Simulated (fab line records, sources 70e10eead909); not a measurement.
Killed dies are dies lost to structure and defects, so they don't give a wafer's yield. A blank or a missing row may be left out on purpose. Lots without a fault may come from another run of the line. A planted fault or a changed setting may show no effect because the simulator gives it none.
Which tool did it? | flow nand_harc | 13 lots, 39 wafers sampled, at 5 steps of a route of 1302

WHAT THE GAUGES READ, wafer by wafer
NHARC_END_SORT_01. Usual: killed_at_array 47, standard deviation 14; killed_at_other 0.5, standard deviation 0.72; killed_at_periphery 4, standard deviation 3.1; killed_dies 52, standard deviation 15; killed_open 3.2, standard deviation 1.9; killed_short 2.4, standard deviation 1.7.
lot  | measured     | on        | killed_at_array | killed_at_other | killed_at_periphery | killed_dies | killed_open | killed_short | flag
L815 | day 23 11:16 | prober-01 | 69 73 57        | 1 0 1           | 4 7 4               | 74 80 62    | 4 1 1       | 2 5 2        |
L816 | day 24 07:56 | prober-02 | 14 21 26        | 0 0 0           | 3 4 3               | 17 25 29    | 2 3 4       | 1 1 4        |
L818 | day 25 08:26 | prober-01 | 58 54 64        | 0 0 0           | 3 1 2               | 61 55 66    | 5 3 5       | 1 1 2        |
L821 | day 26 20:35 | prober-01 | 69 45 49        | 1 0 0           | 1 3 7               | 71 48 56    | 2 5 4       | 2 2 2        |
L825 | day 32 15:30 | prober-01 | 47 41 45        | 1 2 0           | 5 3 4               | 53 46 49    | 6 1 1       | 4 0 4        |
L829 | day 32 22:28 | prober-01 | 61 51 51        | 0 0 0           | 9 12 8              | 70 63 59    | 0 2 8       | 1 5 3        |
L830 | day 33 00:52 | prober-02 | 61 41 57        | 0 0 0           | 3 4 1               | 64 45 58    | 3 1 1       | 3 2 1        |
L831 | day 33 06:16 | prober-01 | 28 32 37        | 0 1 2           | 4 5 6               | 32 38 45    | 1 6 6       | 1 0 2        |
L833 | day 33 14:49 | prober-01 | 61 49 33        | 2 2 1           | 10 5 6              | 73 56 40    | 1 3 1       | 1 3 1        |
L832 | day 33 08:36 | prober-02 | 50 55 63        | 0 0 0           | 2 5 4               | 52 60 67    | 6 1 9       | 2 3 3        |
L835 | day 33 17:13 | prober-02 | 52 35 44        | 1 2 0           | 2 9 6               | 55 46 50    | 1 5 1       | 4 3 3        |
L834 | day 33 21:54 | prober-01 | 53 44 47        | 0 0 0           | 3 1 2               | 56 45 49    | 5 1 5       | 0 2 2        |
L836 | day 34 08:01 | prober-02 | 46 29 40        | 0 1 0           | 3 2 2               | 49 32 42    | 2 4 2       | 3 2 3        |

WHICH TOOL RAN EACH LOT (tool, then ch and the chambers of the sampled wafers, then the start)
lot  | NHARC_A_CONTACT_ETCH_121             | NHARC_A_CONTACT_DEP_57        | NHARC_A_CONTACT_SOFTBAKE_64       | NHARC_A_CONTACT_DESCUM_74
L815 | har_cap_etch-02 ch 0,1, day 20 19:08 | acl_dep-03 ch 0, day 20 23:37 | litho_track-04 ch 0, day 21 03:00 | rie_diel-05 ch 0,1,2, day 21 03:37
L816 | har_cap_etch-02 ch 1, day 21 07:01   | acl_dep-01 ch 0, day 21 11:08 | litho_track-06 ch 0, day 21 14:00 | rie_diel-07 ch 2,3, day 21 15:18
L818 | har_cap_etch-03 ch 0,1, day 22 15:13 | acl_dep-01 ch 0, day 22 18:59 | litho_track-01 ch 0, day 22 22:00 | rie_diel-07 ch 0,2,3, day 22 22:56
L821 | har_cap_etch-03 ch 0,1, day 24 00:14 | acl_dep-02 ch 0, day 24 02:42 | litho_track-06 ch 0, day 24 06:00 | rie_diel-07 ch 1,3, day 24 06:50
L825 | har_cap_etch-03 ch 0,1, day 24 17:41 | acl_dep-02 ch 0, day 24 22:58 | litho_track-06 ch 0, day 25 01:00 | rie_diel-07 ch 0,1,3, day 25 02:35
L829 | har_cap_etch-01 ch 0,1, day 26 14:56 | acl_dep-01 ch 0, day 26 17:56 | litho_track-04 ch 0, day 26 21:00 | rie_diel-03 ch 0,2,3, day 26 22:04
L830 | har_cap_etch-02 ch 0,1, day 26 23:35 | acl_dep-01 ch 0, day 27 03:22 | litho_track-04 ch 0, day 27 06:00 | rie_diel-03 ch 0,1, day 27 07:34
L831 | har_cap_etch-02 ch 0,1, day 27 04:19 | acl_dep-01 ch 0, day 27 08:21 | litho_track-01 ch 0, day 27 11:00 | rie_diel-07 ch 0,1, day 27 12:30
L833 | har_cap_etch-03 ch 0,1, day 27 19:48 | acl_dep-02 ch 0, day 27 22:48 | litho_track-04 ch 0, day 28 01:00 | rie_diel-07 ch 0,1, day 28 02:26
L832 | har_cap_etch-01 ch 0,1, day 27 20:11 | acl_dep-01 ch 0, day 27 23:58 | litho_track-06 ch 0, day 28 03:00 | rie_diel-05 ch 1,2, day 28 04:07
L835 | har_cap_etch-01 ch 0,1, day 29 04:17 | acl_dep-01 ch 0, day 29 07:18 | litho_track-01 ch 0, day 29 10:00 | rie_diel-07 ch 0,1,2, day 29 10:58
L834 | har_cap_etch-02 ch 0,1, day 29 05:25 | acl_dep-03 ch 0, day 29 08:01 | litho_track-01 ch 0, day 29 11:00 | rie_diel-03 ch 1,2,3, day 29 12:10
L836 | har_cap_etch-03 ch 0,1, day 30 08:57 | acl_dep-03 ch 0, day 30 11:41 | litho_track-06 ch 0, day 30 15:00 | rie_diel-03 ch 0,1,3, day 30 15:45
- NHARC_A_CONTACT_ETCH_121: etches the open film in C4F8/O2/Ar, time 190 s, target depth 1850 nm.
- NHARC_A_CONTACT_DEP_57: deposits aC, target thk 5300 nm.
- NHARC_A_CONTACT_SOFTBAKE_64: time 55 s.
- NHARC_A_CONTACT_DESCUM_74: chemistry O2, time 3 s.

WHAT THE TOOLS THEMSELVES READ (means of the sampled wafers that have a number; where no wafer has one, the mark that the record gives instead)
NHARC_A_CONTACT_DEP_57. Usual: throttle_valve_pct 35.000 %, standard deviation 0.0082.
lot  | tool       | throttle_valve_pct (%) | flag
L815 | acl_dep-03 | 34.982                 |
L816 | acl_dep-01 | 34.997                 |
L818 | acl_dep-01 | 34.999                 |
L821 | acl_dep-02 | 35.004                 |
L825 | acl_dep-02 | 34.998                 |
L829 | acl_dep-01 | 35.003                 |
L830 | acl_dep-01 | 35.004                 |
L831 | acl_dep-01 | 34.999                 |
L833 | acl_dep-02 | 35.001                 |
L832 | acl_dep-01 | 34.998                 |
L835 | acl_dep-01 | 35.007                 |
L834 | acl_dep-03 | 34.998                 |
L836 | acl_dep-03 | 34.995                 |

NHARC_A_CONTACT_SOFTBAKE_64. Usual: heater_power_total_W 188.43 W, standard deviation 0.12.
lot  | tool           | heater_power_total_W (W) | flag
L815 | litho_track-04 | 188.41                   |
L816 | litho_track-06 | 188.48                   |
L818 | litho_track-01 | 188.33                   |
L821 | litho_track-06 | 195.78                   | OFF
L825 | litho_track-06 | 195.78                   | OFF
L829 | litho_track-04 | 188.52                   |
L830 | litho_track-04 | 188.42                   |
L831 | litho_track-01 | 188.46                   |
L833 | litho_track-04 | 188.33                   |
L832 | litho_track-06 | 188.41                   |
L835 | litho_track-01 | 188.40                   |
L834 | litho_track-01 | 188.34                   |
L836 | litho_track-06 | 188.45                   |

NHARC_A_CONTACT_DESCUM_74. Usual: drypump_motor_current_A 5.8 A, standard deviation 0.38; oes_product_au 0.999 a.u., standard deviation 0.0074; rf_vpp_V 57.9 V, standard deviation 0.94; showerhead_plenum_p_Torr 1.94 Torr, standard deviation 0.11; throttle_valve_pct 11.311 %, standard deviation 0.0095.
lot  | tool        | drypump_motor_current_A (A) | oes_product_au (a.u.) | rf_vpp_V (V) | showerhead_plenum_p_Torr (Torr) | throttle_valve_pct (%) | flag
L815 | rie_diel-05 | 5.9                         | 0.997                 | 57.6         | 1.93                            | 11.314                 |
L816 | rie_diel-07 | 5.9                         | 1.004                 | 59.0         | 1.85                            | 11.308                 |
L818 | rie_diel-07 | 5.8                         | 0.991                 | 57.1         | 1.91                            | 11.307                 |
L821 | rie_diel-07 | 5.8                         | 0.999                 | 57.3         | 1.87                            | 11.307                 |
L825 | rie_diel-07 | 5.8                         | 0.996                 | 57.4         | 1.92                            | 11.310                 |
L829 | rie_diel-03 | 5.4                         | 0.993                 | 57.6         | 1.96                            | 11.310                 |
L830 | rie_diel-03 | 5.4                         | 0.988                 | 58.2         | 1.81                            | 11.307                 |
L831 | rie_diel-07 | 5.9                         | 0.994                 | 57.7         | 1.96                            | 11.315                 |
L833 | rie_diel-07 | 5.9                         | 0.994                 | 57.8         | 1.95                            | 11.308                 |
L832 | rie_diel-05 | 5.9                         | 1.003                 | 58.5         | 2.02                            | 11.316                 |
L835 | rie_diel-07 | 5.9                         | 0.992                 | 58.1         | 1.94                            | 11.307                 |
L834 | rie_diel-03 | 5.7                         | 1.000                 | 58.0         | 1.95                            | 11.300                 |
L836 | rie_diel-03 | 5.7                         | 1.001                 | 57.7         | 1.88                            | 11.311                 |

THE ANSWER, worked out from the rows above alone
Rule: a lot is off if the mean of its wafers that have a number lies more than 3 standard deviations from the usual mean. A lot without any number at a reading at which 4 lots or more have one is off too. The other lots that the step has rows for count as sound. The gauges are gone through in route order, then the tools' own readings, and for those a lot's mean is taken as printed above. The first step at which some lot is off is used, and at that step the reading that is off furthest; a lot without a number counts as furthest.
Off: L821, L825, at NHARC_A_CONTACT_SOFTBAKE_64 (heater_power_total_W).
A tool fits if, at that step or a process step before it, it ran every lot that is off, and no sound lot after the first of them. None of those tried fits.

WHAT THE SIMULATOR HAD PUT IN
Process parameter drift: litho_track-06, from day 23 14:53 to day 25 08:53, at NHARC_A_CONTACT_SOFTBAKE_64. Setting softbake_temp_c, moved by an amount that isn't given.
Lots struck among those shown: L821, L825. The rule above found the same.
